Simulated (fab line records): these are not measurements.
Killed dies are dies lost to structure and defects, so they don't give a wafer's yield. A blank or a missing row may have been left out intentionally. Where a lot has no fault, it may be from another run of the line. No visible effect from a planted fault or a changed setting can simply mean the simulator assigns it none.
Code-filled problem report in 8D (eight disciplines) form -- flow n5_finfet -- the parts of the form that need people (team, actions taken, sign-off) are left out

## 1. PROBLEM STATEMENT
Wafers without a fault read 1499.8 rpm, standard deviation 1; spin_speed_rpm at N5_GATE_CUT_COAT_34 reads a mean of 1411.7 rpm on 9 wafers belonging to 3 lots. That is -88 standard deviations from the usual mean.
The step: time 60 s, resist thk 60 nm.
Earliest sighting: wafer L794.3 on litho_track-01 at day 7 04:26. The record holds 15 wafers of 5 lots with a number at this step. By rule, "out" or "out of limits" means more than 4 standard deviations away from the usual mean. The rest of the wafers with a number are treated as sound.

## 2. WHAT IT IS, AND WHAT IT ISN'T
question,is,is not
which readings at this step,spin_speed_rpm,chill_plate_temp_C
which lots,"L794, L797, L798","L792, L802"
which wafers of those lots,all that have a number,-
read on which tools,litho_track-01,litho_track-03
when,from day 7 04:26,up to then (3 sound wafers); but 3 sound wafers of L802 came after

## 3. WHAT RULES OUT EACH SUSPECT
Counting: a tool at a process step up to the reading stays a suspect if it ran every lot that is out and no sound lot after the first of them.
- litho_track-01 at N5_GATE_CUT_COAT_34 (time 60 s, resist thk 60 nm): kept. All lots that are out passed through it, beginning with L794 at day 7 04:26, and no sound lot followed; its final sound lot before that point was L792 at day 6 15:29. On those wafers its own readings are out: spin_speed_rpm.
The count leaves litho_track-01 at N5_GATE_CUT_COAT_34.

## 4. THE CAUSE (what the simulator had put in)
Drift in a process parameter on litho_track-01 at N5_GATE_CUT_COAT_34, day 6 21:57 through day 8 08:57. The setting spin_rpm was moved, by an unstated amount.
After counting, this tool was the only one left.

## 5. THE CHAIN OF EFFECTS, in route order
Rows list readings where the struck wafers' mean (over those with a number) sits beyond 3 standard deviations from the usual. Only readings for which the record gives a usual standard deviation are gone through. hours: the time from each lot's start at the first step in this table that gives one to its start at this step, as a median over the lots. sigmas: the change in usual standard deviations.
hours,step,reading,usual,on struck wafers,change,sigmas
0,N5_GATE_CUT_COAT_34,spin_speed_rpm,1499.8 rpm,1411.7,-88.1,-88
It contains these process steps:
- N5_GATE_CUT_COAT_34: time 60 s, resist thk 60 nm.
Later steps that measure or inspect, where all struck wafers having a row at the step show a number for every such reading and not one has moved that far: N5_BEOL_M4_RC_MEAS_101.

## 6. WHAT WOULD HAVE CAUGHT IT SOONER
6 hours passed between the start of the fault at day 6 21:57 and the first reading out of limits in this record, taken at day 7 04:26.
